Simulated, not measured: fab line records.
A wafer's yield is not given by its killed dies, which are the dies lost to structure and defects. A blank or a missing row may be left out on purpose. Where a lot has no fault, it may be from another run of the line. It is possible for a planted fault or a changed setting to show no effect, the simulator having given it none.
A lot that was struck, set against a sound lot ; flow n5 finfet ; 36 out of 1938 route steps
Sound: these wafers, L931.1, L931.2, L931.5. Wafers L922.3, L922.4, L922.6 were the ones struck. At the end, the cause is stated.
Per side, at each step with rows, come the tool, then ch with its chambers, and then its first start. Under that, the readings that differ: sound wafers ; struck wafers ; difference of the means ; sigmas: that difference in standard deviations of wafers without a fault.
alike: a reading whose means differ by less than 2 such deviations, as well as words and numbers matching on both sides. not compared: withheld readings; readings where some wafer has no value; bounds like >300 that might hide an equal value; numbers whose values overlap and for which the record gives no deviation.
Wherever a step has rows on one side only, a row that says differs or no value, or a row with sigmas, the two part there. Numbers that have no deviation but don't overlap get no sigmas and don't part them. A reading missing from all wafers of one side parts the sides only when that side holds two or more wafers.

first, 9 steps without rows for these wafers: N5_BEOL_M4_ANNEAL_95 (time 240 s); N5_BEOL_M4_SPUTTER_96 (material Cu, target thk 4.5 nm, time 8.29 s); N5_BEOL_M4_ECD_50 (material Cu, target thk 300 nm); N5_BEOL_M4_ANNEAL_51 (time 90 s); N5_BEOL_M4_CMP_52 (polishes, stops on SiOC, t overpolish 6.8 s, target thk 40 nm); N5_BEOL_M4_PRE_CLEAN_60 (time 15 s); N5_BEOL_M4_CO_CAP_55 (material Co, precursor CCTBA/H2, target thk 2 nm, time 102.1 s); N5_BEOL_M4_PRE_CLEAN_56 (time 15 s); N5_BEOL_M4_DEP_57 (deposits SiCN from 3MS/NH3, target thk 8 nm, time 14 s).
N5_BEOL_M4_RC_MEAS_101:
  sound on prober-01 ch 0, day 14 05:49; struck on prober-01 ch 0, day 12 17:08
  alike: DIBL_N, DIBL_P, IOFF_N, IOFF_P, ION_N, ION_P, SS_N, SS_P, VT_N, VT_P
then, 24 steps without rows for these wafers: N5_BEOL_M5_ILD_DEP_00 (deposits SiCOH lowk from DEMS/porogen, target thk 140.64 nm, time 25.9 s); N5_BEOL_M5_CURE_79 (cures SiCOH lowk, time 240 s); N5_BEOL_M5_PECVD_70 (deposits SiO2 from TEOS/O2, target thk 16 nm, time 18 s); N5_BEOL_M5_HM_DEP_02 (deposits TiN, target thk 20 nm); N5_BEOL_M5_COAT_59 (time 60 s, resist thk 60 nm); N5_BEOL_M5_COAT_60 (time 60 s, resist thk 12 nm); N5_BEOL_M5_COAT_71 (time 60 s, resist thk 5 nm); N5_BEOL_M5_COAT_05 (resist thk 30 nm); N5_BEOL_M5_EBR_07; N5_BEOL_M5_SOFTBAKE_06 (time 60 s); N5_BEOL_M5_EXPOSE_08 (exposes mask M5, target cd 28 nm); N5_BEOL_M5_PEB_09 (peb time 60 s); N5_BEOL_M5_DEVELOP_10 (develop time 30 s); N5_BEOL_M5_DESCUM_16 (chemistry O2, time 7 s); N5_BEOL_M5_ETCH_72 (etches underlayer in N2/H2, target depth 6.5 nm, time 5.2 s); N5_BEOL_M5_ETCH_61 (etches SiARC in CF4, target depth 15.6 nm, time 26 s); N5_BEOL_M5_ETCH_62 (etches SOC in N2/H2, target depth 75 nm, overetch 15 nm, time 112.5 s); N5_BEOL_M5_STRIP_63 (strips in N2/H2); N5_BEOL_M5_STRIP_73 (strips in N2/H2); N5_BEOL_M5_STRIP_64 (strips in CF4); N5_BEOL_M5_HM_OPEN_17 (chemistry Cl2/BCl3, target TiN, target depth 20 nm, overetch 6 nm); N5_BEOL_M5_STRIP_19 (strips in O2); N5_BEOL_M5_COAT_65 (time 60 s, resist thk 60 nm); N5_BEOL_M5_COAT_66 (time 60 s, resist thk 12 nm).
N5_BEOL_M5_STRIP_91: strips in N2/H2, time 10 s.
  sound on rie diel-04 ch 0,2,3, day 14 09:35; struck on rie diel-06 ch 0,2, day 12 20:57
  no value came back on the struck wafers for any of 9 readings (bias power w (W), chamber pressure mTorr (mTorr) and others); on the sound wafers bias power w (W) reads 7.049 7.009 6.988
  not compared: rf hours counter h
-- here the record skips 4 days between the struck wafers' starts before and after, leaving off in module BEOL_M5 and picking up in module PASSIVATION (first step shown: number 1936 of the route) --
N5_PASSIVATION_PROBE_49:
  struck on prober-01, day 17 02:46; sound on prober-02, day 19 05:46
reading;sound;struck;difference;sigmas
defect limited yield (%);90.3 90.2 89.4;84.2 85.5 87.0;-4.4;-3
killed_at_M4_up;17 7 19;65 61 75;+53;+11
killed dies;114 116 125;187 171 153;+52;+3
killed open;80 86 84;136 118 108;+37;+3
sort_bin_5_function (%);5.7 5.3 6.6;9.2 8.9 6.9;+2.5;+3
sort_bin_6_memory (%);3.6 4.5 3.4;6.1 4.8 5.4;+1.6;+3
sort n pass;1066 1064 1055;993 1009 1027;-52;-3
sort yield pct (%);90.3 90.2 89.4;84.2 85.5 87.0;-4.4;-3
  alike: killed_at_M0_to_M3, killed at contacts, killed at front end, killed at other, killed short

## WHERE THEY PART
At N5_BEOL_M5_STRIP_91 first; at N5_PASSIVATION_PROBE_49 last (within this record only).

WHY: what the simulator had put in
Beginning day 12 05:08, the whole step at N5_BEOL_M5_STRIP_91 was skipped on rie diel-06. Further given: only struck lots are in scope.
